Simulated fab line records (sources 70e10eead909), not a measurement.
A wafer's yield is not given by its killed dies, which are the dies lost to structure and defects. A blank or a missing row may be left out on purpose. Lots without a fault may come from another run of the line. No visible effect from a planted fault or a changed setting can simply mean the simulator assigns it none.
Commonality check across tools || flow nand-harc || Lots sampled 2, wafers sampled 6

== WHY THIS WAS OPENED ==
At NHARC_END_SORT_01 the reading killed-at-array is flagged on 2 of 2 lots. Wafers without a fault read 26, standard deviation 9.7.
Rule: flag the lot when none of its wafers has a number, or when each of its wafers that has one lies beyond 4 standard deviations from that mean. All remaining lots are regarded as sound.

{"lot": "L833", "measured": "day 23 15:46", "on": "prober-01", "killed-at-array, wafer by wafer": "674 675 670", "flag": "FLAGGED"}
{"lot": "L834", "measured": "day 23 16:39", "on": "prober-02", "killed-at-array, wafer by wafer": "669 674 668", "flag": "FLAGGED"}
The mean of the flagged lots' numbers is 672, +646 from the usual (+67 standard deviations).

== LOT BY LOT: THE TOOL USED ==
Before the reading, the record contains 4 process steps out of a 1159-step route. In each cell: the tool, then ch and the chambers that the sampled wafers went through, then the start.
{"lot": "L833", "flag": "FLAGGED", "NHARC_A_STAIRCASE_TRIM_231": "rie-diel-13 ch 1,2,3, day 15 11:44 or earlier", "NHARC_A_STAIRCASE_STRIP_238": "plasma-asher-01 ch 0,1, day 15 11:44", "NHARC_A_STAIRCASE_ETCH_292": "rie-diel-12 ch 1,2, day 15 17:07", "NHARC_A_STAIRCASE_ETCH_294": "rie-diel-12 ch 0,2,3, day 15 17:47"}
{"lot": "L834", "flag": "FLAGGED", "NHARC_A_STAIRCASE_TRIM_231": "rie-diel-01 ch 1,2,3, day 15 10:42 or earlier", "NHARC_A_STAIRCASE_STRIP_238": "plasma-asher-02 ch 0,1, day 15 10:42", "NHARC_A_STAIRCASE_ETCH_292": "rie-diel-01 ch 0,2,3, day 15 16:05", "NHARC_A_STAIRCASE_ETCH_294": "rie-diel-01 ch 0,1, day 15 16:40"}
What is done by these steps:
- NHARC_A_STAIRCASE_TRIM_231: chemistry O2, time 211.2 s.
- NHARC_A_STAIRCASE_STRIP_238: strips in O2.
- NHARC_A_STAIRCASE_ETCH_292: etches the open film in CF4/CHF3.
- NHARC_A_STAIRCASE_ETCH_294: etches the open film in C4F8/O2/Ar, target depth 4992 nm, time 1212.4 s.
- NHARC_END_SORT_01

== FLAGGED AGAINST TOTAL, ONE TOOL AT A TIME (gauges that did the reading follow at the end) ==
{"step": "NHARC_A_STAIRCASE_TRIM_231", "tool": "rie-diel-01", "lots run": 1, "flagged": 1, "share of the flagged lots": "some", "sound lots run after its first flagged lot": 0}
{"step": "NHARC_A_STAIRCASE_TRIM_231", "tool": "rie-diel-13", "lots run": 1, "flagged": 1, "share of the flagged lots": "some", "sound lots run after its first flagged lot": 0}
{"step": "NHARC_A_STAIRCASE_STRIP_238", "tool": "plasma-asher-01", "lots run": 1, "flagged": 1, "share of the flagged lots": "some", "sound lots run after its first flagged lot": 0}
{"step": "NHARC_A_STAIRCASE_STRIP_238", "tool": "plasma-asher-02", "lots run": 1, "flagged": 1, "share of the flagged lots": "some", "sound lots run after its first flagged lot": 0}
{"step": "NHARC_A_STAIRCASE_ETCH_292", "tool": "rie-diel-01", "lots run": 1, "flagged": 1, "share of the flagged lots": "some", "sound lots run after its first flagged lot": 0}
{"step": "NHARC_A_STAIRCASE_ETCH_292", "tool": "rie-diel-12", "lots run": 1, "flagged": 1, "share of the flagged lots": "some", "sound lots run after its first flagged lot": 0}
{"step": "NHARC_A_STAIRCASE_ETCH_294", "tool": "rie-diel-01", "lots run": 1, "flagged": 1, "share of the flagged lots": "some", "sound lots run after its first flagged lot": 0}
{"step": "NHARC_A_STAIRCASE_ETCH_294", "tool": "rie-diel-12", "lots run": 1, "flagged": 1, "share of the flagged lots": "some", "sound lots run after its first flagged lot": 0}
{"step": "NHARC_END_SORT_01", "tool": "prober-01", "lots run": 1, "flagged": 1, "share of the flagged lots": "some", "sound lots run after its first flagged lot": 0}
{"step": "NHARC_END_SORT_01", "tool": "prober-02", "lots run": 1, "flagged": 1, "share of the flagged lots": "some", "sound lots run after its first flagged lot": 0}
Because NHARC_A_STAIRCASE_TRIM_231 lacks a start for some lots, the hours and order of its lots are taken from NHARC_A_STAIRCASE_STRIP_238.

== WHAT THE TABLE ALLOWS ==
No row of the table ran every flagged lot.

== WHAT HAD BEEN PUT IN BY THE SIMULATOR ==
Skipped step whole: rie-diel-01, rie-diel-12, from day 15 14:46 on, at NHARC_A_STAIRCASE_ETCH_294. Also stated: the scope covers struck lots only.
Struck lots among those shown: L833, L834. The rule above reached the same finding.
